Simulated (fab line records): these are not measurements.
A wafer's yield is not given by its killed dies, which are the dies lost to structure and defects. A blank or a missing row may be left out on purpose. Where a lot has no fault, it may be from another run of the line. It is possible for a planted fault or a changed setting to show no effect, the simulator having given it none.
Lot-split experiment	flow n5-finfet	21 wafers read across 7 lots, on a route 1938 steps long

== ON THE SPLIT ==
At N5_BEOL_M3_COAT_67 (time 60 s, resist thk 60 nm), the setting spin-rpm was moved away from the recipe's 1500 rpm on 7 of the 21 wafers read, by -8.5% to +9.3%. The other wafers ran this setting at the recipe's value.

== FROM THE SPLIT TO THE READING: what the file shows between them, 11 steps ==
- N5_BEOL_M3_COAT_76: time 60 s, resist thk 5 nm (also split here: spin-rpm)
- N5_BEOL_M3_COAT_22: resist thk 30 nm
- N5_BEOL_M3_EBR_24
- N5_BEOL_M3_DESCUM_33: chemistry O2, time 7 s
- N5_BEOL_M3_ETCH_77: etches underlayer in N2/H2, target depth 6.5 nm, time 5.2 s
- N5_BEOL_M3_ETCH_69: etches SiARC in CF4, target depth 15.6 nm, time 26 s
- N5_BEOL_M3_ALD_98: deposits SiO2, target thk 2.5 nm, pulse time 1 s, co reactant pulse time 1 s
- N5_BEOL_M3_ETCHBACK_99: etches SiO2 in CHF3, target depth 5 nm, time 10.4 s
- N5_BEOL_M3_ETCH_70: etches SOC in N2/H2, target depth 80 nm, overetch 16 nm, time 120 s
- N5_BEOL_M3_STRIP_71: strips in N2/H2
- N5_BEOL_M3_STRIP_78: strips in N2/H2

== THE READING ==
SOC_of_BEOL_M3_COAT_67.thk-nm (the simulator's own value, which no gauge read), in nm, at N5_BEOL_M3_VIA_ETCH_34 (etches the open film in C4F6/O2, target depth 69.4 nm, time 65.9 s). There is no usual value for it anywhere in the file. Here, 14 wafers ran the recipe; their average is 51.9 nm with a standard deviation of 0.27 nm.

wafer	tool, chamber at the split	spin-rpm as run, rpm	against the recipe	SOC_of_BEOL_M3_COAT_67.thk-nm, nm	against lot-mates on the recipe
L075.1	litho-track-03, 0	1500	recipe	52	-
L075.2	litho-track-03, 0	1500	recipe	52	-
L075.4	litho-track-03, 0	1640	+9.3%	49	-3.0
L081.2	litho-track-01, 0	1500	recipe	51.4	-
L081.6	litho-track-01, 0	1500	recipe	51.4	-
L081.4	litho-track-01, 0	1500	recipe	52	-
L084.1	litho-track-03, 0	1500	recipe	52	-
L084.5	litho-track-03, 0	1500	recipe	52	-
L084.6	litho-track-03, 0	1379	-8.1%	54.6	+2.6
L086.1	litho-track-03, 0	1626	+8.4%	49.6	-2.1
L086.4	litho-track-03, 0	1500	recipe	51.8	-
L086.5	litho-track-03, 0	1500	recipe	51.6	-
L090.1	litho-track-03, 0	1500	recipe	51.8	-
L090.2	litho-track-03, 0	1638	+9.2%	49.4	-2.4
L090.4	litho-track-03, 0	1638	+9.2%	49.2	-2.6
L095.1	litho-track-01, 0	1500	recipe	52	-
L095.2	litho-track-01, 0	1500	recipe	52	-
L095.3	litho-track-01, 0	1425	-5.0%	53.6	+1.6
L096.1	litho-track-01, 0	1372	-8.5%	54.8	+2.5
L096.2	litho-track-01, 0	1500	recipe	52.4	-
L096.6	litho-track-01, 0	1500	recipe	52.2	-

FIT RESULTS
A straight line over all 21 wafers: SOC_of_BEOL_M3_COAT_67.thk-nm changes by -0.307 nm for each +1% of spin-rpm; r = -0.99; the points scatter about the line by 0.26 nm.
The same after taking each lot's own level away (the mean of its wafers on the recipe; 21 wafers): -0.291 nm for each +1%; r = -0.99; scatter 0.18 nm.
That fit puts the effect of the largest move of spin-rpm on the reading at 2.7 nm.
Across the lots, their own levels run from 51.60 to 52.30 nm, a range of 2.6 times the standard deviation given above.
The two slopes are in agreement: the lot-to-lot level therefore moves the slope only a little.
Check: -2.59 nm against its lot-mates is what the line predicts for one of the wafers moved furthest among these (+9.3%) when that wafer is left out of the fit. Against them it came out at -3 nm.

== OTHER SPLITS ON THESE WAFERS ==
Before the reading, these wafers also passed through other splits. Each is held against what the fit with the lots' levels taken away leaves over:
other split on the same wafers	wafers away from the commonest value	r with SOC_of_BEOL_M3_COAT_67.thk-nm (lot level and that fit taken away)
N5_BEOL_M1_ETCH_64 bias-w	7	-0.09
N5_BEOL_M2_ILD_DEP_00 time-s	2	-0.01
N5_BEOL_M2_DESCUM_33 time-s	6	-0.05
N5_BEOL_M3_COAT_76 spin-rpm	8	-0.06

== THE WHOLE CHAIN: every reading that the file lists as answering this split, in the file's order ==
step	what it does	reading	change (the file's fit)	r (the file's)
N5_BEOL_M3_COAT_67	time 60 s, resist thk 60 nm	SOC_of_BEOL_M3_COAT_67.thk-nm (the simulator's own value, which no gauge read)	-0.297 nm for each +1% of the setting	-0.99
N5_BEOL_M3_ETCH_70	etches SOC in N2/H2, target depth 80 nm, overetch 16 nm, time 120 s	etch.depth-nm (the simulator's own value, which no gauge read)	-0.298 nm for each +1% of the setting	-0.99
N5_BEOL_M3_VIA_ETCH_34	etches the open film in C4F6/O2, target depth 69.4 nm, time 65.9 s	SOC_of_BEOL_M3_COAT_67.thk-nm (the simulator's own value, which no gauge read)	-0.294 nm for each +1% of the setting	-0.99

== THE FILE'S OWN FIT ==
SOC_of_BEOL_M3_COAT_67.thk-nm changes by -0.294 nm for each +1% of spin-rpm, r = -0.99.
